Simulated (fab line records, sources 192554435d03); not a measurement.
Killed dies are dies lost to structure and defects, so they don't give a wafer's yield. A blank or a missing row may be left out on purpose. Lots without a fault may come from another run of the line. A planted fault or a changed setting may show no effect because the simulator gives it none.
fab line records | flow n5_finfet
record lots=8 wafers=24 last_day=19
route steps=1938 shown PMOS_HMC_CHANNEL_EPI@85 FIN_SAQP@102 FIN_CUT@165 BEOL_M4@1111 PASSIVATION@1936
lots that met no fault: from a run of the same line without faults
start_h: hours from the record's first day to the start of the lot's first wafer shown | wait_h: hours since the lot's step before | " the same as in the row above | L1.1+2: a row that stands for several wafers | - no value, or no start given | * or withheld: withheld | < > ~ a bound
route shown NAME@n: a module of which the file shows steps, and the number in the route of the first | usual: mean/standard deviation of fault-free wafers | same: alike in all rows | chamber/n: place in a boat | sites: the reading at each site | _std_site: their standard deviation | _edge_site: outer sites' mean less inner sites' | radius_mm: how far each site lies from the wafer's centre | mask NAME#n: copy n | behind: the tool/chamber that last shaped the wafer | hold: why the lot was held/for how many hours/how that ended | device: the transistor (n, p or np) that didn't switch | end of line: the same wafers' tests at the end of the route | a step without rows: its recipe alone | killed: dies lost to structure and defects at the first sort, not the wafer's yield | map: a wafer's dies, x killed, . not, _ none there
set.NAME: the setting as run; set.NAME@STEP: as run at that earlier step | model.NAME: the simulator's own value behind a step, which no gauge read
steps of the route over a sample of lots; a table a step, a row a wafer
services: from which hour (start_h, from the record's first day; less than 0 if before it) a tool's chamber was out of use, for how many hours, and why
## steps
# step N5_PMOS_HMC_CHANNEL_EPI_PRECLEAN_24
# recipe chemistry=DHF time_s=30 temp_c=25 dilution=withheld
# columns lot.wafer tool chamber start_h wait_h
L229.2+3+4 wet_bench-03 1,6,2 73.96 0.0
L230.1+4+5 wet_bench-03 7,5,6 79.94 0.0
L232.2+5+6 wet_bench-04 1,2,3 91.80 0.0
L233.4+5+6 wet_bench-04 5,3,2 98.84 0.0
L237.1+2+4 wet_bench-04 5,7,0 123.16 0.0
L238.1+3+5 wet_bench-01 5,2,6 128.17 0.0
L241.1+4+5 wet_bench-04 3,1,0 146.02 0.0
L242.2+3+6 wet_bench-04 7,4,0 152.53 0.0
# step N5_PMOS_HMC_CHANNEL_EPI_INSPECT_30
# recipe inspect_instrument=darkfield mode=post_epi
# usual raw_defect_count=19/7.1
# columns lot.wafer tool chamber start_h wait_h raw_defect_count
L229.2 defect_inspect-01 - 74.62 0.0 874
L229.3 " - " " 897
L229.4 " - " " 891
L230.1 defect_inspect-02 - 80.37 0.0 853
L230.4 " - " " 826
L230.5 " - " " 920
L232.2 defect_inspect-01 - 92.64 0.0 9
L232.5 " - " " 11
L232.6 " - " " 14
L233.4 defect_inspect-02 - 99.27 0.0 15
L233.5 " - " " 31
L233.6 " - " " 27
L237.1 defect_inspect-01 - 123.58 0.0 32
L237.2 " - " " 11
L237.4 " - " " 26
L238.1 defect_inspect-01 - 128.60 0.0 36
L238.3 " - " " 22
L238.5 " - " " 23
L241.1 defect_inspect-02 - 146.70 0.0 19
L241.4 " - " " 12
L241.5 " - " " 14
L242.2 defect_inspect-01 - 152.96 0.0 11
L242.3 " - " " 13
L242.6 " - " " 15
# step N5_FIN_SAQP_HM_DEP_72
# recipe material=SiO2 target_thk_a=120 temp_c=400 precursor=SiH4/N2O pressure_torr=0.75 rf_w=275 time_s=7.2
# usual heater_power_w=737/83 rf_fwd_power_W=272.4/0.96 showerhead_plenum_p_Torr=8.19/0.1
# columns lot.wafer tool chamber start_h wait_h heater_power_w rf_fwd_power_W showerhead_plenum_p_Torr
L229.2 pecvd-04 0 75.50 0.0 705 272.8 8.09
L229.3 " 2 " " 666 272.4 8.15
L229.4 " 2 " " 676 270.8 8.12
L230.1 pecvd-03 2 81.31 0.0 697 273.3 8.10
L230.4 " 0 " " 630 272.4 8.13
L230.5 " 1 " " 779 271.4 8.17
L232.2 pecvd-03 1 94.88 0.0 793 271.8 8.15
L232.5 " 1 " " 807 270.1 8.17
L232.6 " 2 " " 721 273.2 8.11
L233.4 pecvd-03 0 100.28 0.1 728 273.3 8.16
L233.5 " 1 " " 716 271.9 8.17
L233.6 " 2 " " 676 272.5 8.09
L237.1 pecvd-03 2 124.68 0.0 717 272.0 8.11
L237.2 " 1 " " 779 271.6 8.16
L237.4 " 1 " " 775 272.6 8.16
L238.1 pecvd-03 2 129.56 0.0 736 272.1 8.10
L238.3 " 1 " " 852 270.8 8.18
L238.5 " 0 " " 674 272.9 8.14
L241.1 pecvd-01 1 147.57 0.0 836 271.8 8.21
L241.4 " 1 " " 801 273.6 8.21
L241.5 " 0 " " 944 274.6 8.31
L242.2 pecvd-04 0 153.97 0.0 695 272.8 8.07
L242.3 " 1 " " 701 270.7 8.35
L242.6 " 2 " " 666 272.7 8.13
# step N5_FIN_SAQP_INSPECT_18
# recipe mode=adi inspect_instrument=brightfield
# usual raw_defect_count=471/120
# columns lot.wafer tool chamber start_h wait_h raw_defect_count
L229.2 defect_inspect-01 - 75.91 0.0 1310
L229.3 " - " " 1252
L229.4 " - " " 1357
L230.1 defect_inspect-02 - 81.84 0.0 1330
L230.4 " - " " 1284
L230.5 " - " " 1321
L232.2 defect_inspect-01 - 95.39 0.0 459
L232.5 " - " " 402
L232.6 " - " " 406
L233.4 defect_inspect-01 - 100.64 0.0 504
L233.5 " - " " 599
L233.6 " - " " 571
L237.1 defect_inspect-01 - 125.19 0.0 372
L237.2 " - " " 467
L237.4 " - " " 458
L238.1 defect_inspect-01 - 129.94 0.0 406
L238.3 " - " " 348
L238.5 " - " " 446
L241.1 defect_inspect-02 - 148.09 0.0 415
L241.4 " - " " 492
L241.5 " - " " 410
L242.2 defect_inspect-02 - 154.49 0.0 343
L242.3 " - " " 412
L242.6 " - " " 434
# step N5_FIN_SAQP_ETCH_52
# recipe chemistry=N2/H2 target=SOC target_depth_a=1000 overetch_a=200 mask_material=SiARC temp_c=40 time_s=150 ion_energy_ev=200 pressure_mtorr=30 source_w=840 bias_w=150 n2_flow_sccm=200 h2_flow_sccm=200 ends=end_point
# usual drypump_motor_current_A=5.8/0.41 h2_flow_sccm=199.9/0.61 oes_product_au=0.67/0.039 rf_fwd_power_W=837.0/2.8 rf_vpp_V=523.9/2.5 showerhead_plenum_p_Torr=2.55/0.1 throttle_valve_pct=17.93/0.27
# columns lot.wafer tool chamber start_h wait_h drypump_motor_current_A h2_flow_sccm oes_product_au rf_fwd_power_W rf_hours_counter_h rf_vpp_V showerhead_plenum_p_Torr throttle_valve_pct
L229.2 rie_diel-05 3 76.10 0.0 6.1 200.1 0.71 835.1 130 523.3 2.54 17.78
L229.3 " 0 " " 5.6 200.0 0.66 841.2 172 522.9 2.55 18.21
L229.4 " 2 " " 5.5 199.3 0.67 839.6 163 526.9 2.66 17.78
L230.1 rie_diel-04 1 81.96 0.0 5.3 199.9 0.67 835.5 180 525.7 2.65 18.15
L230.4 " 3 " " 5.7 199.2 0.65 840.3 177 527.6 2.65 18.21
L230.5 " 2 " " 6.1 200.7 0.69 835.0 - 520.1 2.45 17.83
L232.2 rie_diel-02 1 95.72 0.0 5.8 200.8 0.67 840.1 172 525.6 2.65 18.03
L232.5 " 1 " " 5.8 200.7 0.66 837.8 - 526.1 2.65 18.03
L232.6 " 0 " " 5.8 199.0 0.65 834.1 - 519.7 2.40 17.74
L233.4 rie_diel-02 1 101.05 0.0 5.8 201.1 0.66 835.6 174 525.8 2.65 18.04
L233.5 " 2 " " 6.4 199.1 0.77 837.5 - 526.9 2.71 17.73
L233.6 " 3 " " 4.9 201.0 0.64 836.6 - 521.9 2.54 17.93
L237.1 rie_diel-04 2 125.31 0.0 6.1 199.5 0.67 835.8 171 522.4 2.44 17.84
L237.2 " 1 " " 5.3 200.6 0.65 836.9 196 525.5 2.64 18.16
L237.4 " 3 " " 5.7 200.6 0.64 838.2 192 526.5 2.65 18.25
L238.1 rie_diel-05 1 130.07 0.0 6.5 200.7 0.62 839.6 217 520.4 2.40 18.01
L238.3 " 0 " " 5.6 200.0 0.65 839.0 190 523.8 2.54 18.25
L238.5 " 0 " " 5.6 200.1 0.64 844.1 - 524.3 2.54 18.25
L241.1 rie_diel-04 3 148.21 0.0 5.8 199.0 0.63 839.4 201 526.7 2.64 18.25
L241.4 " 3 " " 5.8 200.1 0.64 837.3 - 525.4 2.64 18.26
L241.5 " 2 " " 6.1 198.5 0.66 837.7 - 519.7 2.44 17.86
L242.2 rie_diel-04 1 154.93 0.0 5.3 199.8 0.65 838.2 205 526.0 2.63 18.20
L242.3 " 2 " " 6.1 200.3 0.66 835.8 180 520.5 2.44 17.87
L242.6 " 1 " " 5.3 200.4 0.65 836.2 - 524.8 2.63 18.18
# step N5_FIN_SAQP_MANDREL_ETCH_22
# recipe target_depth_a=600 chemistry=HBr/Cl2 target=a-Si stop_on=SiNx bt_time_s=10 over_etch_frac=0.5 time_s=30 pressure_mtorr=10 icp_w=800 bias_w=75 HBr_flow_sccm=150 Cl2_flow_sccm=80 ends=end_point
# usual drypump_motor_current_A=5.5/0.41 he_backside_leak_sccm=2.7/0.37 oes_product_au=0.770/0.012 rf_fwd_power_W=795.4/2.9 throttle_valve_pct=35.42/0.25
# columns lot.wafer tool chamber start_h wait_h drypump_motor_current_A he_backside_leak_sccm oes_product_au rf_fwd_power_W rf_hours_counter_h throttle_valve_pct
L229.2 rie_si-02 0 76.29 0.0 6.7 2.3 0.776 797.7 44 35.28
L229.3 " 3 " " 5.2 3.0 0.758 792.4 135 35.04
L229.4 " 1 " " 5.3 2.4 0.766 790.9 45 35.31
L230.1 rie_si-02 2 82.16 0.0 4.7 2.6 0.773 793.6 4 35.24
L230.4 " 1 " " 5.2 2.4 0.758 790.7 45 35.35
L230.5 " 0 " " 6.7 2.5 0.779 799.4 - 35.30
L232.2 rie_si-06 1 95.91 0.0 5.6 2.8 0.756 796.9 1 35.30
L232.5 " 0 " " 5.4 2.3 0.768 796.4 - 35.49
L232.6 " 1 " " 5.6 3.0 0.775 799.6 - 35.29
L233.4 rie_si-06 0 101.28 0.1 5.4 2.5 0.768 795.1 - 35.53
L233.5 " 3 " " 5.5 2.4 0.778 795.0 - 35.37
L233.6 " 1 " " 5.6 2.7 0.758 801.8 - 35.29
L237.1 rie_si-06 0 125.51 0.0 5.5 2.4 0.774 797.7 36 35.49
L237.2 " 2 " " 4.8 2.5 0.773 791.1 23 36.02
L237.4 " 1 " " 5.6 2.8 0.779 798.1 - 35.28
L238.1 rie_si-05 0 130.27 0.0 5.7 3.0 0.761 794.8 88 35.12
L238.3 " 1 " " 5.7 2.8 0.753 791.3 82 35.38
L238.5 " 2 " " 5.7 2.6 0.788 794.0 - 35.36
L241.1 rie_si-05 0 148.41 0.0 5.7 3.0 0.752 794.4 89 35.13
L241.4 " 2 " " 5.7 2.7 0.782 801.3 - 35.38
L241.5 " 0 " " 5.7 3.0 0.768 797.6 - 35.11
L242.2 rie_si-06 3 155.12 0.0 5.5 4.0 0.775 795.2 0 35.09
L242.3 " 0 " " 5.5 2.5 0.752 797.9 37 35.51
L242.6 " 1 " " 5.6 3.0 0.751 796.9 - 35.31
# step N5_FIN_SAQP_INSPECT_40
# recipe inspect_instrument=brightfield mode=aei
# usual raw_defect_count=247/67
# columns lot.wafer tool chamber start_h wait_h raw_defect_count
L229.2 defect_inspect-01 - 80.35 0.0 1071
L229.3 " - " " 1027
L229.4 " - " " 1115
L230.1 defect_inspect-01 - 86.01 0.0 1042
L230.4 " - " " 1044
L230.5 " - " " 1076
L232.2 defect_inspect-02 - 101.49 0.0 225
L232.5 " - " " 195
L232.6 " - " " 242
L233.4 defect_inspect-02 - 105.39 0.0 386
L233.5 " - " " 353
L233.6 " - " " 423
L237.1 defect_inspect-01 - 129.86 0.0 124
L237.2 " - " " 153
L237.4 " - " " 170
L238.1 defect_inspect-02 - 134.42 0.0 165
L238.3 " - " " 165
L238.5 " - " " 236
L241.1 defect_inspect-01 - 152.80 0.0 292
L241.4 " - " " 191
L241.5 " - " " 280
L242.2 defect_inspect-01 - 159.78 0.0 155
L242.3 " - " " 253
L242.6 " - " " 294
# step N5_FIN_CUT_INSPECT_10
# recipe mode=adi inspect_instrument=brightfield
# usual raw_defect_count=45/12
# columns lot.wafer tool chamber start_h wait_h raw_defect_count
L229.2 defect_inspect-01 - 80.87 0.0 887
L229.3 " - " " 906
L229.4 " - " " 899
L230.1 defect_inspect-01 - 86.53 0.1 862
L230.4 " - " " 848
L230.5 " - " " 945
L232.2 defect_inspect-01 - 102.02 0.1 34
L232.5 " - " " 42
L232.6 " - " " 41
L233.4 defect_inspect-01 - 105.78 0.0 71
L233.5 " - " " 59
L233.6 " - " " 70
L237.1 defect_inspect-01 - 130.26 0.1 27
L237.2 " - " " 53
L237.4 " - " " 34
L238.1 defect_inspect-02 - 134.83 0.1 40
L238.3 " - " " 32
L238.5 " - " " 46
L241.1 defect_inspect-01 - 153.19 0.1 69
L241.4 " - " " 52
L241.5 " - " " 55
L242.2 defect_inspect-01 - 160.18 0.0 33
L242.3 " - " " 57
L242.6 " - " " 51
# step N5_BEOL_M4_RC_MEAS_101
# usual DIBL_N=36.6/1.9 DIBL_P=36.7/2.2 IOFF_N=0.16/0.035 IOFF_P=0.22/0.038 ION_N=672/14 ION_P=462/8.3 SS_N=71.6/0.65 SS_P=73.5/0.72 VT_N=250/3.5 VT_P=-250/3.1
# columns lot.wafer tool chamber start_h wait_h DIBL_N[mV/V] DIBL_P[mV/V] IOFF_N[nA/um] IOFF_P[nA/um] ION_N[uA/um] ION_P[uA/um] SS_N[mV/dec] SS_P[mV/dec] VT_N[mV] VT_P[mV]
L229.2 prober-02 0 249.28 0.2 36.3 36.6 0.15 0.21 678 468 71.1 73.3 252 -252
L229.3 " 0 " " 37.3 38.0 0.16 0.23 659 459 71.4 74.0 250 -248
L229.4 " 0 " " 36.5 37.6 0.16 0.22 681 463 71.4 73.7 247 -250
L230.1 prober-02 0 257.28 0.0 34.1 33.4 0.13 0.17 650 448 71.7 72.8 254 -253
L230.4 " 0 " " 33.8 32.8 0.12 0.16 656 454 71.4 72.9 256 -253
L230.5 " 0 " " 33.7 32.6 0.12 0.16 642 439 71.3 72.9 258 -251
L232.2 prober-01 0 257.68 0.2 39.4 38.3 0.19 0.29 660 458 72.1 74.2 249 -245
L232.5 " 0 " " 37.4 34.6 0.15 0.22 660 462 71.8 73.2 252 -248
L232.6 " 0 " " 37.5 36.3 0.16 0.26 674 468 72.5 73.5 251 -248
L233.4 prober-01 0 272.38 0.5 35.5 35.2 0.13 0.18 650 451 71.8 73.1 252 -251
L233.5 " 0 " " 33.3 32.9 0.11 0.16 656 459 70.9 72.7 254 -254
L233.6 " 0 " " 35.3 34.6 0.14 0.18 665 452 71.5 73.1 253 -251
L237.1 prober-02 0 293.14 0.0 36.2 37.9 0.19 0.24 674 467 71.5 74.5 246 -247
L237.2 " 0 " " 36.8 38.9 0.19 0.25 671 464 71.4 73.9 248 -248
L237.4 " 0 " " 35.7 37.4 0.18 0.23 679 465 72.3 73.9 247 -247
L238.1 prober-02 0 301.59 0.0 38.5 37.6 0.19 0.21 674 453 72.4 74.1 246 -251
L238.3 " 0 " " 39.1 38.6 0.21 0.23 693 471 72.5 74.6 247 -252
L238.5 " 0 " " 37.1 36.5 0.17 0.20 686 466 71.5 73.9 246 -253
L242.2 prober-02 0 319.81 0.2 38.0 37.2 0.19 0.26 699 472 71.8 73.5 249 -244
L242.3 " 0 " " 39.0 39.1 0.23 0.31 682 467 71.8 74.1 245 -244
L242.6 " 0 " " 37.8 36.6 0.18 0.25 674 463 72.4 73.6 248 -245
L241.1 prober-02 0 326.31 0.0 38.1 37.1 0.19 0.25 669 458 71.4 73.8 249 -248
L241.4 " 0 " " 35.2 34.2 0.14 0.19 680 466 71.2 72.6 251 -250
L241.5 " 0 " " 35.7 34.4 0.14 0.21 678 474 71.6 73.6 249 -248
# step N5_PASSIVATION_PROBE_49
# usual defect_limited_yield=91.6/1.4 killed_at_M0_to_M3=35/10 killed_at_M4_up=13/4.8 killed_at_contacts=12/7.2 killed_at_front_end=36/12 killed_at_other=4/3.1 killed_dies=100/17 killed_on_rim=13/4.2 killed_open=66/13 killed_short=32/7.3 sort_bin_5_function=5.0/0.94 sort_bin_6_memory=3.1/0.67 sort_bin_8_speed=0.01/0.047 sort_n_pass=1080/17 sort_yield_pct=91.6/1.4
# same gross_dies=1180 killed_at_back_side=0 sort_bin_4_leakage[%]=0
# columns lot.wafer tool chamber start_h wait_h defect_limited_yield[%] killed_at_M0_to_M3 killed_at_M4_up killed_at_contacts killed_at_front_end killed_at_other killed_dies killed_on_rim killed_open killed_short sort_bin_5_function[%] sort_bin_6_memory[%] sort_bin_8_speed[%] sort_n_pass sort_yield_pct[%]
L229.2 prober-02 - 375.75 0.1 83.2 25 9 8 155 1 198 9 43 16 10.2 3.7 0 982 83.2
L229.3 prober-02 - 375.80 0.1 86.8 16 4 9 124 3 156 23 33 12 8.7 2.1 0 1024 86.8
L229.4 prober-02 - 375.85 0.2 87.1 29 9 14 100 0 152 25 52 19 7.8 3.3 0 1028 87.1
L232.2 prober-02 - 377.10 0.4 91.6 46 14 7 26 6 99 11 62 36 5.0 3.2 0 1081 91.6
L232.5 prober-02 - 377.25 0.5 91.5 42 15 4 38 1 100 9 59 40 5.3 2.6 0 1080 91.5
L232.6 prober-02 - 377.30 0.6 92.6 42 9 4 28 4 87 8 61 26 4.2 3.1 0 1093 92.6
L233.4 prober-01 - 389.16 0.2 92.3 26 11 15 32 7 91 9 55 36 4.1 3.0 0 1089 92.3
L233.5 prober-01 - 389.21 0.2 91.3 47 18 7 24 7 103 6 68 33 5.4 3.0 0 1077 91.3
L233.6 prober-01 - 389.26 0.3 91.7 30 15 7 41 5 98 10 66 32 5.5 2.6 0 1082 91.7
L230.1 prober-01 - 389.60 0.0 87.4 37 6 13 89 4 149 34 60 39 6.9 4.1 0 1031 87.4
L230.4 prober-01 - 389.75 0.2 79.4 30 7 8 192 6 243 26 66 31 12.5 4.8 0 937 79.4
L230.5 prober-01 - 389.80 0.2 83.3 29 21 12 134 1 197 23 59 27 10.3 3.9 0.17 981 83.1
L237.1 prober-01 - 409.14 0.0 89.8 60 11 14 34 1 120 10 80 40 5.7 4.2 0 1060 89.8
L237.2 prober-01 - 409.19 0.1 92.7 29 12 13 32 0 86 15 54 29 4.6 2.4 0 1094 92.7
L237.4 prober-01 - 409.29 0.2 89.7 48 22 15 35 1 121 12 94 27 5.3 4.5 0 1059 89.7
L238.1 prober-02 - 427.98 0.0 92.2 28 12 5 44 3 92 7 61 30 5.2 2.0 0 1088 92.2
L238.3 prober-02 - 428.08 0.1 92.0 37 16 13 25 3 94 16 61 33 4.9 2.7 0 1086 92.0
L238.5 prober-02 - 428.18 0.2 91.1 23 20 4 56 2 105 14 80 25 5.7 3.1 0 1075 91.1
# killed by level:class
L229.2 PMOS_HMC_CHANNEL_EPI:unspecified=139 MOL_CONTACT_COAG:geometric_particle:open=7 BEOL_M3:geometric_particle:open=7 BEOL_M1:geometric_particle:open=6 STI_FIN_REVEAL:geometric_particle:open=5 BEOL_M2:geometric_particle:open=4 BEOL_M0_SAQP:geometric_particle:short=3 FIN_SAQP:geometric_particle:open=2
L229.3 PMOS_HMC_CHANNEL_EPI:unspecified=111 MOL_CONTACT_COAG:geometric_particle:open=6 BEOL_M1:geometric_particle:open=6 BEOL_M0_SAQP:geometric_particle:open=4 SPACER0:geometric_particle:open=3 MOL_CONTACT_COAG:geometric_particle:short=3 FIN_SAQP:geometric_particle:open=2 FIN_SAQP:geometric_particle:short=2
L229.4 PMOS_HMC_CHANNEL_EPI:unspecified=81 MOL_CONTACT_COAG:geometric_particle:open=12 BEOL_M2:geometric_particle:open=7 BEOL_M0:geometric_particle:open=5 BEOL_M1:geometric_particle:open=5 FIN_SAQP:geometric_particle:short=3 DUMMY_GATE:geometric_particle:open=3 BEOL_M0_SAQP:geometric_particle:open=3
L232.2 BEOL_M3:geometric_particle:open=14 BEOL_M0_SAQP:geometric_particle:short=13 BEOL_M0_SAQP:geometric_particle:open=10 BEOL_M4:geometric_particle:open=8 FIN_SAQP:geometric_particle:short=7 MOL_CONTACT_COAG:geometric_particle:open=6 FIN_SAQP:geometric_particle:open=5 BEOL_M3:geometric_particle:short=3
L232.5 BEOL_M0_SAQP:geometric_particle:short=13 FIN_SAQP:geometric_particle:short=10 BEOL_M4:geometric_particle:open=9 BEOL_M0_SAQP:geometric_particle:open=7 BEOL_M2:geometric_particle:open=7 FIN_SAQP:geometric_particle:open=6 BEOL_M0:geometric_particle:open=5 STARTING-WAFER:geometric_particle:open=5
L232.6 BEOL_M2:geometric_particle:open=19 ILD0:geometric_particle:short=6 BEOL_M0:geometric_particle:open=6 BEOL_M3:geometric_particle:open=6 DUMMY_GATE:geometric_particle:open=5 BEOL_M0_SAQP:geometric_particle:short=4 FIN_SAQP:geometric_particle:open=3 BEOL_M7:geometric_particle:open=3
L233.4 MOL_CONTACT_COAG:geometric_particle:open=12 BEOL_M0_SAQP:geometric_particle:short=9 FIN_SAQP:geometric_particle:short=7 GATE_CUT:geometric_particle:open=7 BEOL_M1:geometric_particle:open=6 FIN_SAQP:geometric_particle:open=4 BEOL_M0_SAQP:geometric_particle:open=4 STI_FIN_REVEAL:geometric_particle:open=3
L233.5 BEOL_M0_SAQP:geometric_particle:open=14 BEOL_M0_SAQP:geometric_particle:short=10 FIN_SAQP:geometric_particle:short=8 BEOL_M1:geometric_particle:open=8 MOL_CONTACT_COAG:geometric_particle:open=6 STI_FIN_REVEAL:geometric_particle:open=5 BEOL_M2:geometric_particle:open=5 BEOL_M7:geometric_particle:open=5
L233.6 FIN_SAQP:geometric_particle:open=10 BEOL_M0:geometric_particle:open=8 BEOL_M1:geometric_particle:open=7 MOL_CONTACT_COAG:geometric_particle:open=6 FIN_SAQP:geometric_particle:short=5 GATE_CUT:geometric_particle:open=5 STI_FIN_REVEAL:geometric_particle:open=4 DUMMY_GATE:geometric_particle:open=4
L230.1 PMOS_HMC_CHANNEL_EPI:unspecified=50 BEOL_M0_SAQP:geometric_particle:open=9 BEOL_M0_SAQP:geometric_particle:short=9 FIN_SAQP:geometric_particle:short=8 MOL_CONTACT_COAG:geometric_particle:open=8 BEOL_M1:geometric_particle:open=8 FIN_SAQP:geometric_particle:open=7 STI_FIN_REVEAL:geometric_particle:open=7
L230.4 PMOS_HMC_CHANNEL_EPI:unspecified=146 STI_FIN_REVEAL:geometric_particle:open=16 DUMMY_GATE:geometric_particle:open=8 MOL_CONTACT_COAG:geometric_particle:open=8 BEOL_M1:geometric_particle:open=8 BEOL_M0_SAQP:geometric_particle:short=7 FIN_SAQP:geometric_particle:open=5 FIN_SAQP:geometric_particle:short=4
L230.5 PMOS_HMC_CHANNEL_EPI:unspecified=111 BEOL_M1:geometric_particle:open=11 MOL_CONTACT_COAG:geometric_particle:open=9 BEOL_M4:geometric_particle:open=8 DUMMY_GATE:geometric_particle:open=6 FIN_SAQP:geometric_particle:open=5 BEOL_M0_SAQP:geometric_particle:short=5 BEOL_M2:geometric_particle:open=4
L237.1 BEOL_M0_SAQP:geometric_particle:open=23 BEOL_M0_SAQP:geometric_particle:short=14 BEOL_M3:geometric_particle:open=11 MOL_CONTACT_COAG:geometric_particle:open=10 STI_FIN_REVEAL:geometric_particle:open=9 BEOL_M3:geometric_particle:short=8 GATE_CUT:geometric_particle:short=5 DUMMY_GATE:geometric_particle:open=4
L237.2 MOL_CONTACT_COAG:geometric_particle:open=11 STI_FIN_REVEAL:geometric_particle:open=10 BEOL_M0_SAQP:geometric_particle:short=10 BEOL_M0_SAQP:geometric_particle:open=5 BEOL_M3:geometric_particle:open=5 STI_FIN_REVEAL:geometric_particle:short=4 FIN_SAQP:geometric_particle:open=3 BEOL_M0:geometric_particle:open=3
L237.4 STI_FIN_REVEAL:geometric_particle:open=15 BEOL_M4:geometric_particle:open=14 MOL_CONTACT_COAG:geometric_particle:open=13 BEOL_M3:geometric_particle:open=12 BEOL_M0_SAQP:geometric_particle:open=10 BEOL_M0_SAQP:geometric_particle:short=9 BEOL_M1:geometric_particle:open=8 FIN_SAQP:geometric_particle:open=5
L238.1 BEOL_M2:geometric_particle:open=12 STI_FIN_REVEAL:geometric_particle:open=10 GATE_CUT:geometric_particle:short=8 BEOL_M0_SAQP:geometric_particle:open=6 DUMMY_GATE:geometric_particle:open=5 FIN_SAQP:geometric_particle:short=4 MOL_CONTACT_COAG:geometric_particle:open=4 GATE_CUT:geometric_particle:open=4
L238.3 BEOL_M2:geometric_particle:open=10 MOL_CONTACT_COAG:geometric_particle:open=9 STI_FIN_REVEAL:geometric_particle:open=7 BEOL_M0_SAQP:geometric_particle:open=7 GATE_CUT:geometric_particle:short=5 BEOL_M4:geometric_particle:open=5 MOL_CONTACT_COAG:geometric_particle:short=4 BEOL_M0_SAQP:geometric_particle:short=4
L238.5 STI_FIN_REVEAL:geometric_particle:open=23 BEOL_M4:geometric_particle:open=12 FIN_SAQP:geometric_particle:open=11 BEOL_M0_SAQP:geometric_particle:open=7 STI_FIN_REVEAL:geometric_particle:short=5 GATE_CUT:geometric_particle:short=4 BEOL_M0_SAQP:geometric_particle:short=4 BEOL_M2:geometric_particle:open=4
## services
# columns tool chamber start_h hours kind
pecvd-01 - 56.99 1.0 repair
rie_diel-02 1 58.16 9.7 repair
rie_diel-05 - 70.86 2.8 pm
pecvd-04 1 76.11 6.6 repair
rie_si-05 0 81.46 14.0 repair
wet_bench-01 - 84.00 1.5 repair
rie_si-02 - 88.10 14.6 pm
rie_si-06 2 89.55 7.2 repair
rie_si-06 2 96.79 15.0 repair
pecvd-01 1 97.51 5.5 scheduled_down
rie_si-06 3 116.24 - clean
rie_si-06 3 116.24 19.5 scheduled_down
rie_si-06 3 116.24 19.5 vent_cycle
rie_diel-05 - 117.75 0.6 repair
pecvd-01 0 118.56 17.8 repair
rie_diel-05 - 126.84 0.3 repair
pecvd-03 2 135.26 2.1 scheduled_down
pecvd-04 - 144.71 2.8 pm
rie_diel-04 0 146.11 2.5 repair
rie_si-05 1 148.20 7.9 repair
## key
first_sign step=N5_PMOS_HMC_CHANNEL_EPI_INSPECT_30 reading=raw_defect_count direction=up sigmas=99+ usual=19 struck=877
effect step=N5_FIN_SAQP_INSPECT_18 reading=raw_defect_count direction=up sigmas=7.2 usual=471 struck=1309
effect step=N5_FIN_SAQP_INSPECT_40 reading=raw_defect_count direction=up sigmas=12 usual=247 struck=1062
effect step=N5_FIN_CUT_INSPECT_10 reading=raw_defect_count direction=up sigmas=73 usual=45 struck=891
effect step=N5_PASSIVATION_PROBE_49 reading=killed_at_front_end direction=up sigmas=8 usual=36 struck=132
more_kills_born_at N5_PMOS_HMC_CHANNEL_EPI_PRECLEAN_24@wet_bench-03=638
met_at N5_PMOS_HMC_CHANNEL_EPI_PRECLEAN_24
struck_lots L229,L230
not_acting_at N5_FIN_SAQP_HM_DEP_72,N5_FIN_SAQP_ETCH_52,N5_FIN_SAQP_MANDREL_ETCH_22
fault kind=chamber_particle_source tool=wet_bench-03 chamber=- onset_h=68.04 steps=N5_PMOS_HMC_CHANNEL_EPI_PRECLEAN_24 rate_per_visit_cm2=1.319 end_h=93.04
